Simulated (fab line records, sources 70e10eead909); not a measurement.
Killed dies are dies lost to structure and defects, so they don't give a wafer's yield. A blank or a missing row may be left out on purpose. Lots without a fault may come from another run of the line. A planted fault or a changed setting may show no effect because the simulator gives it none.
Which tool did it? | flow nand_harc | 6 lots, 18 wafers sampled, at 2 steps of a route of 1159

WHAT THE GAUGES READ, wafer by wafer
NHARC_P_GATE_CD_MEAS_26: target cd 120 nm.
lot  | measured     | on        | cd_nm (nm)
L900 | day 4 23:56  | cd_sem-03 | 119.6 118.8 119.7
L902 | day 5 13:19  | cd_sem-01 | 120.5 120.2 120.4
L907 | day 6 16:25  | cd_sem-01 | 119.8 119.4 120.5
L908 | day 7 00:50  | cd_sem-03 | 92.2 91.7 91.5
L918 | day 9 09:01  | cd_sem-02 | 120.4 120.3 120.1
L920 | day 10 01:16 | cd_sem-01 | 119.9 119.7 120.5

WHICH TOOL RAN EACH LOT (tool, then ch and the chambers of the sampled wafers, then the start)
lot  | NHARC_P_GATE_EXPOSE_23
L900 | arfi_scanner-01 ch 0, day 4 23:47
L902 | arfi_scanner-01 ch 0, day 5 13:11
L907 | arfi_scanner-01 ch 0, day 6 16:17
L908 | arfi_scanner-01 ch 0, day 7 00:41
L918 | arfi_scanner-03 ch 0, day 9 08:53
L920 | arfi_scanner-03 ch 0, day 10 01:08
- NHARC_P_GATE_EXPOSE_23: exposes mask P GATE, target cd 120 nm.

THE ANSWER, worked out from the rows above alone
Rule: what is usual is taken from the lots themselves. Put in order of their means at a reading, lots are off if they are a third of the lots or fewer, leave a main group of 4 or more, and stand apart from it by a gap of 3 or more times the standard deviation of the main group's means; of several such gaps the widest counts. A main group whose means are all the same, to the digits that the tables above print for the reading, isn't used. A lot without any number at a reading at which 4 lots or more have one is off too. The other lots that the step has rows for count as sound.
Off: L908, at NHARC_P_GATE_CD_MEAS_26 (cd_nm). The main group: mean 120.0 nm, standard deviation 0.35.
A tool fits if, at a process step before that reading, it ran every lot that is off, and no sound lot after the first of them. The gauges at NHARC_P_GATE_CD_MEAS_26 are tried like those tools. Can't be told from this: 2 tools fit, arfi_scanner-01 at NHARC_P_GATE_EXPOSE_23, cd_sem-03 at NHARC_P_GATE_CD_MEAS_26.

WHAT THE SIMULATOR HAD PUT IN
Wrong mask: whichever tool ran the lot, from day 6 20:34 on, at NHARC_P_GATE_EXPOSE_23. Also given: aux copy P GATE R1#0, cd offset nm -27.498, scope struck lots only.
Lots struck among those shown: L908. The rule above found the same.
